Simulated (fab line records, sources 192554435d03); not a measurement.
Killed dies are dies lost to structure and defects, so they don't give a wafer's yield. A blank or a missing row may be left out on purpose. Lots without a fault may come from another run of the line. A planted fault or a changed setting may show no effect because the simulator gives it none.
One fault seen from 2 desks | flow n5_finfet | each desk has only its own numbers; what lay behind them comes last

THE METROLOGY DESK
What the gauges read, lot by lot, whatever tool the lot ran on: means of the sampled wafers that have a number. A lot is out of limits, marked OUT, if its mean lies more than 4 standard deviations from the usual mean; the brackets give that distance. Of its 10 readings 7 are shown: those that lie furthest out on some lot.
Columns: A = DIBL_N at N5_BEOL_M4_RC_MEAS_101, usual 36.0 mV/V; B = IOFF_P at N5_BEOL_M4_RC_MEAS_101, usual 0.21 nA/um; C = ION_N at N5_BEOL_M4_RC_MEAS_101, usual 671 uA/um; D = ION_P at N5_BEOL_M4_RC_MEAS_101, usual 461 uA/um; E = SS_N at N5_BEOL_M4_RC_MEAS_101, usual 71.5 mV/dec; F = SS_P at N5_BEOL_M4_RC_MEAS_101, usual 73.4 mV/dec; G = VT_P at N5_BEOL_M4_RC_MEAS_101, usual -250 mV
lot  | first seen here | A    | B    | C   | D   | E    | F    | G
L433 | day 8 12:22     | 35.1 | 0.21 | 664 | 464 | 71.3 | 72.6 | -246
L434 | day 8 21:15     | 33.9 | 0.18 | 655 | 449 | 71.9 | 73.1 | -253
L436 | day 9 14:58     | 35.2 | 0.22 | 665 | 458 | 71.6 | 73.6 | -248
L443 | day 11 04:19    | 36.4 | 0.20 | 665 | 462 | 71.6 | 73.1 | -251
L446 | day 11 18:24    | 36.2 | 0.22 | 672 | 461 | 71.9 | 73.5 | -248
L455 | day 13 20:39    | 38.1 | 0.25 | 672 | 462 | 72.0 | 73.6 | -247
L454 | day 13 21:25    | 36.8 | 0.26 | 683 | 469 | 71.6 | 73.5 | -247
L456 | day 14 06:51    | 35.5 | 0.18 | 680 | 465 | 70.9 | 74.0 | -256
This desk's finding: nothing out of limits on any of the 8 lots.

THE TOOL OWNER'S DESK: litho_track-03
The tool's own readings at N5_BEOL_M2_COAT_68 (time 60 s, resist thk 12 nm): means of the sampled wafers that have a number, for each lot that ran on this tool. A lot is out of limits, marked OUT, if its mean lies more than 4 standard deviations from the usual mean; the brackets give that distance.
Columns: A = heater_power_total_W at N5_BEOL_M2_COAT_68, usual 427.4 W; B = spin_speed_rpm at N5_BEOL_M2_COAT_68, usual 1499.7 rpm
lot  | first seen here | A     | B
L433 | day 6 13:33     | 428.9 | 1500.1
L436 | day 7 17:34     | 428.0 | 1499.5
L443 | day 9 18:34     | 425.4 | 1500.2
L455 | day 12 03:07    | 425.9 | 1270.7 (-99 or more) OUT
L454 | day 12 05:12    | 428.4 | 1270.7 (-99 or more) OUT
This desk's finding: out of limits on L454, L455; first on L455, day 12 03:07 (spin_speed_rpm at N5_BEOL_M2_COAT_68). In limits: L433, L436, L443.

PUT TOGETHER
The tool owner's desk could have raised an alarm at day 12 03:07, on L454, L455.
The metrology desk saw nothing out of limits.
The metrology desk has L454, L455 on record, within its limits.
Of the lots named, all ran N5_BEOL_M2_COAT_68 on litho_track-03.

WHAT THE SIMULATOR HAD PUT IN
Process parameter drift: litho_track-03, from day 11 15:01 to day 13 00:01, at N5_BEOL_M2_COAT_68. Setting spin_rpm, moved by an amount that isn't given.
Lots struck among those shown: L454, L455.
Hours from the fault's start to each desk's first reading out of limits: the tool owner's desk, 12.
